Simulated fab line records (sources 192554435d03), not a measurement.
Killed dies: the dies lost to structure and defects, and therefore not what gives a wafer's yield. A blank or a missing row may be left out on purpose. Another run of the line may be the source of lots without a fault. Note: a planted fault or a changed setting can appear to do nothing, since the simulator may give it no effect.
Split-lot study    flow n5_finfet    route with 1938 steps; 7 lots, 21 wafers read

THE SPLIT ITSELF
At N5_BEOL_M2_COAT_62 (time 60 s, resist thk 12 nm), the setting spin_rpm was moved away from the recipe's 1500 rpm on 7 of the 21 wafers read, by -9.5% to +11.2%. For the rest of the wafers, this setting stayed at what the recipe calls for.

Reading taken at the split's own step.

THE READING
SiARC_of_BEOL_M2_COAT_62.thk_nm (the simulator's own value, which no gauge read), in nm, at N5_BEOL_M2_COAT_62 (time 60 s, resist thk 12 nm). No usual value for it is given in the file.

wafer   tool, chamber at the split  spin_rpm as run, rpm  against the recipe  SiARC_of_BEOL_M2_COAT_62.thk_nm, nm  against lot-mates on the recipe
L075.1  litho_track-03, 0           1500                  recipe              12                                   -
L075.4  litho_track-03, 0           1500                  recipe              12                                   -
L075.6  litho_track-03, 0           1500                  recipe              12                                   -
L076.1  litho_track-03, 0           1500                  recipe              12                                   -
L076.4  litho_track-03, 0           1500                  recipe              12                                   -
L076.6  litho_track-03, 0           1410                  -6.0%               12.4                                 +0.4
L077.2  litho_track-02, 0           1500                  recipe              12                                   -
L077.3  litho_track-02, 0           1500                  recipe              12                                   -
L077.4  litho_track-02, 0           1500                  recipe              12                                   -
L078.1  litho_track-03, 0           1500                  recipe              12                                   -
L078.4  litho_track-03, 0           1500                  recipe              12                                   -
L078.6  litho_track-03, 0           1668                  +11.2%              11.4                                 -0.6
L079.1  litho_track-02, 0           1500                  recipe              12                                   -
L079.3  litho_track-02, 0           1500                  recipe              12                                   -
L079.4  litho_track-02, 0           1390                  -7.3%               12.4                                 +0.4
L080.1  litho_track-02, 0           1358                  -9.5%               12.6                                 +0.6
L080.4  litho_track-02, 0           1500                  recipe              12                                   -
L080.6  litho_track-02, 0           1358                  -9.5%               12.4                                 +0.4
L094.4  litho_track-04, 0           1433                  -4.5%               12.2                                 +0.2
L094.5  litho_track-04, 0           1433                  -4.5%               12.2                                 +0.2
L094.6  litho_track-04, 0           1500                  recipe              12                                   -

THE FIT
A straight line over all 21 wafers: SiARC_of_BEOL_M2_COAT_62.thk_nm changes by -0.0537 nm for each +1% of spin_rpm; r = -0.99; the points scatter about the line by 0.039 nm.
The same after taking each lot's own level away (the mean of its wafers on the recipe; 21 wafers): -0.0537 nm for each +1%; r = -0.99; scatter 0.039 nm.
On that fit, the largest move of spin_rpm shifts the reading by 0.6 nm.
The lots' own levels span 12.00 to 12.00 nm.
So the lot-to-lot level changes the slope little: the two slopes agree.
Check: -0.603 nm against its lot-mates is what the line predicts for one of the wafers moved furthest among these (+11.2%) when that wafer is left out of the fit. Against them it came out at -0.6 nm.

OTHER SPLITS ON THESE WAFERS
Other splits were also applied to these wafers ahead of the reading. Each is held against what the fit with the lots' levels taken away leaves over:
other split on the same wafers         wafers away from the commonest value  r with SiARC_of_BEOL_M2_COAT_62.thk_nm (lot level and that fit taken away)
N5_HKMG_FIN_ETCH_31 bias_w             3                                     -0.20
N5_GATE_CUT_DESCUM_18 time_s           7                                     -0.34
N5_GATE_CUT_ETCH_36 cf4_flow_sccm      9                                     +0.21
N5_MOL_CONTACT_COAG_ALD_27 ald_cycles  8                                     -0.03
N5_BEOL_M0_SAQP_EXPOSE_11 dose_mj      8                                     +0.39
N5_BEOL_M0_CUTY_COAT_51 spin_rpm       10                                    -0.12
N5_BEOL_M0_CUTY_EXPOSE_54 dose_mj      5                                     +0.10
N5_BEOL_M1_COAT_61 spin_rpm            4                                     +0.30

THE FILE'S OWN FIT
SiARC_of_BEOL_M2_COAT_62.thk_nm changes by -0.0544 nm for each +1% of spin_rpm, r = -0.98.
